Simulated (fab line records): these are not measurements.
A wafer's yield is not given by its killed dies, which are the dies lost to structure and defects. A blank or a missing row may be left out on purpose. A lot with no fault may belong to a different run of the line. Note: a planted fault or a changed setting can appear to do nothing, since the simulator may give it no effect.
Matching of chambers	flow n5-finfet	N5_MOL_CONTACT_COAG_DESCUM_45 on rie-diel-02 has 4 sister chambers
The step chemistry O2, time 7 s. 8 wafers are shown with their chamber, then 8 later ones without.

WAFERS, EACH WITH ITS CHAMBER
wafer	chamber	showerhead-plenum-p-Torr (Torr)	oes-product-au (a.u.)
L083.1	2	2.05	0.92
L083.2	0	2.08	0.74
L083.5	1	2.04	0.87
L083.6	0	2.08	0.73
L090.3	1	2.03	0.85
L090.4	3	2.20	0.76
L090.5	3	2.19	0.77
L091.1	2	2.04	0.90

WAFERS MISSING THEIR CHAMBER
wafer	showerhead-plenum-p-Torr (Torr)	oes-product-au (a.u.)
L091.2	2.07	0.72
L091.3	2.03	0.84
L091.4	2.19	0.76
L091.5	2.03	0.84
L091.6	2.04	0.89
L094.1	2.04	0.86
L094.5	2.19	0.75
L094.6	2.07	0.71

EACH ONE'S CHAMBER
wafer	from the rows above	in truth
L091.2	0	0
L091.3	1	1
L091.4	3	3
L091.5	1	1
L091.6	can't be placed: 2 or 1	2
L094.1	1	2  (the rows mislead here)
L094.5	3	3
L094.6	0	0
Correctly placed: 6 of 8. Not placeable from these rows: 1 (in 1, the candidates include the true chamber). 1 placed wrongly.
How it was worked out, from the rows above alone: a wafer's distance from a chamber is the root of the sum, over the readings, of the square of ((its reading less the chamber's mean) divided by the reading's scatter). If the next closest chamber is less than 2 further off than the closest, the wafer can't be placed; otherwise it belongs to the closest. A chamber's mean is the mean of its shown wafers. The scatter is the square root of a quotient: the sum, over the shown wafers, of each reading's squared deviation from its chamber's mean, divided by wafers minus chambers.
